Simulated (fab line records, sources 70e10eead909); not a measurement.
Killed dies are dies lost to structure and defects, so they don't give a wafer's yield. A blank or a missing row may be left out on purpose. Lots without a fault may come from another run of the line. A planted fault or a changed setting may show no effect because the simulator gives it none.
Chamber matching | flow nand_harc | NHARC_A_STAIRCASE_DESCUM_291 on rie_diel-05: 4 sister chambers
The step chemistry O2, time 3 s. 14 wafers are shown with their chamber, then 7 later ones without.

WAFERS WITH THEIR CHAMBER
wafer  | chamber | drypump_motor_current_A (A) | showerhead_plenum_p_Torr (Torr) | oes_product_au (a.u.)
L076.4 | 0       | 6.3                         | 1.89                            | 0.992
L076.5 | 2       | 6.3                         | 1.96                            | 0.998
L076.6 | 3       | 6.3                         | 1.87                            | 0.987
L075.1 | 3       | 6.3                         | 1.87                            | 0.980
L075.3 | 1       | 5.2                         | 2.06                            | 0.984
L075.6 | 0       | 6.3                         | 1.88                            | 0.996
L081.2 | 3       | 6.3                         | 1.87                            | 0.994
L081.3 | 1       | 5.2                         | 2.06                            | 0.989
L081.6 | 0       | 6.3                         | 1.88                            | 0.981
L093.2 | 3       | 6.3                         | 1.86                            | 1.003
L093.3 | 1       | 5.2                         | 2.05                            | 0.988
L093.4 | 2       | 6.2                         | 1.95                            | 1.006
L094.1 | 2       | 6.3                         | 1.95                            | 1.000
L094.2 | 0       | 6.3                         | 1.88                            | 0.977

SIGNATURES (means of the wafers above)
reading                  | chamber 0 | chamber 1 | chamber 2 | chamber 3 | scatter within a chamber
drypump_motor_current_A  | 6.300     | 5.200     | 6.267     | 6.300     | 0.0258
showerhead_plenum_p_Torr | 1.8825    | 2.0567    | 1.9533    | 1.8675    | 0.00532
oes_product_au           | 0.98650   | 0.98700   | 1.00133   | 0.99100   | 0.00761
Rule: a wafer's distance from a chamber is the root of the sum, over the readings, of the square of ((its reading less the chamber's mean) divided by the reading's scatter). The wafer belongs to the nearest chamber; if the next one is less than 2 further off, it can't be placed. The scatter: the root of (the sum of the squares of (reading less its chamber's mean) over the shown wafers, divided by (wafers less chambers)).

WAFERS WITHOUT THEIR CHAMBER
wafer  | drypump_motor_current_A (A) | showerhead_plenum_p_Torr (Torr) | oes_product_au (a.u.)
L094.5 | 5.2                         | 2.05                            | 0.989
L097.3 | 5.3                         | 2.05                            | 0.987
L097.4 | 6.3                         | 1.86                            | 0.995
L097.6 | 6.3                         | 1.86                            | 0.989
L096.1 | 5.2                         | 2.05                            | 0.983
L096.2 | 6.3                         | 1.95                            | 1.005
L096.6 | 6.3                         | 1.87                            | 0.987

WHICH CHAMBER EACH WENT THROUGH
wafer  | from the rows above     | in truth
L094.5 | 1                       | 1
L097.3 | 1                       | 1
L097.4 | 3                       | 3
L097.6 | 3                       | 3
L096.1 | 1                       | 1
L096.2 | 2                       | 2
L096.6 | can't be placed: 3 or 0 | 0
Placed correctly: 6 of 7. Can't be placed from these rows: 1 (the true chamber is among the candidates in 1). Placed wrongly: 0.
